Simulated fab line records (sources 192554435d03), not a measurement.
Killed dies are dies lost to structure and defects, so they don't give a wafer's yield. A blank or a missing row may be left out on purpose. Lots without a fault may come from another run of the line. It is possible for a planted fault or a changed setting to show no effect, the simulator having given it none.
One fault seen from 2 desks    flow n5-finfet    each desk holds nothing but its own numbers, with what lay behind them at the end

== AT THE METROLOGY DESK ==
What the gauges read, lot by lot, whatever tool the lot ran on: means of the sampled wafers that have a number. A lot is out of limits, marked OUT, if its mean lies more than 4 standard deviations from the usual mean; the brackets give that distance. It has 14 readings, of which 7 appear: the earliest out of limits, and the ones furthest out on some lot.
Columns: A = DIBL_N at N5_BEOL_M4_RC_MEAS_101, usual 36.3 mV/V; B = IOFF_N at N5_BEOL_M4_RC_MEAS_101, usual 0.157 nA/um; C = IOFF_N_85C at N5_BEOL_M4_RC_MEAS_101, usual 3.1 nA/um; D = IOFF_N_LIN at N5_BEOL_M4_RC_MEAS_101, usual 0.073 nA/um; E = ION_N at N5_BEOL_M4_RC_MEAS_101, usual 675 uA/um; F = VT_N at N5_BEOL_M4_RC_MEAS_101, usual 249.8 mV; G = VT_N_LVT at N5_BEOL_M4_RC_MEAS_101, usual 98.8 mV
lot   first seen here  A                B                C               D                 E               F                 G
L119  day 10 19:11     36.4             0.139            2.8             0.067             667             252.3             100.4
L126  day 11 11:56     43.8 (+6.2) OUT  0.362 (+10) OUT  6.3 (+9.7) OUT  0.137 (+8.2) OUT  725 (+5.2) OUT  236.7 (-5.3) OUT  85.6 (-5.1) OUT
L125  day 12 05:35     45.1 (+7.3) OUT  0.401 (+12) OUT  6.6 (+11) OUT   0.152 (+10) OUT   739 (+6.7) OUT  234.3 (-6.2) OUT  84.7 (-5.4) OUT
L127  day 12 13:22     36.5             0.152            3.0             0.071             671             248.8             99.7
This desk finds L125, L126 out of limits, with the earliest case on L126 at day 11 11:56 (DIBL_N at N5_BEOL_M4_RC_MEAS_101). L119, L127: within limits.

== FOR THE TOOL OWNER'S DESK: epi-rpcvd-02 ==
The tool's own readings at N5_SD_EPI_N_VAPOR_ETCH_50 (etches Si in HCl, time 54 s): means of the sampled wafers that have a number, for each lot that ran on this tool. A lot is out of limits, marked OUT, if its mean lies more than 4 standard deviations from the usual mean; the brackets give that distance.
Columns: A = lamp-inner-pct at N5_SD_EPI_N_VAPOR_ETCH_50, usual 21.4 %; B = susceptor-temp-C at N5_SD_EPI_N_VAPOR_ETCH_50, usual 774.9 C; C = throttle-valve-pct at N5_SD_EPI_N_VAPOR_ETCH_50, usual 11.4 %
lot   first seen here  A     B                C
L119  day 4 17:32      18.1  775.1            11.8
L125  day 6 03:45      18.7  788.2 (+43) OUT  11.8
L126  day 6 07:15      18.8  787.7 (+41) OUT  11.8
This desk's finding: out of limits on L125, L126; first on L125, day 6 03:45 (susceptor-temp-C at N5_SD_EPI_N_VAPOR_ETCH_50). L119: within limits.

== TAKEN TOGETHER ==
An alarm could have come from the tool owner's desk at day 6 03:45, on L125, L126.
The metrology desk could have raised an alarm at day 11 11:56, on L125, L126.
N5_SD_EPI_N_VAPOR_ETCH_50 was run on epi-rpcvd-02 by each of the lots named.

== WHAT THE SIMULATOR HAD PUT IN ==
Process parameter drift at N5_SD_EPI_N_VAPOR_ETCH_50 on epi-rpcvd-02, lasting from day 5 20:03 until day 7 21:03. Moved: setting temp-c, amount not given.
Shown lots that were struck: L125, L126.
Fault start to first reading out of limits, in hours, per desk: tool owner, 8; metrology, 136.
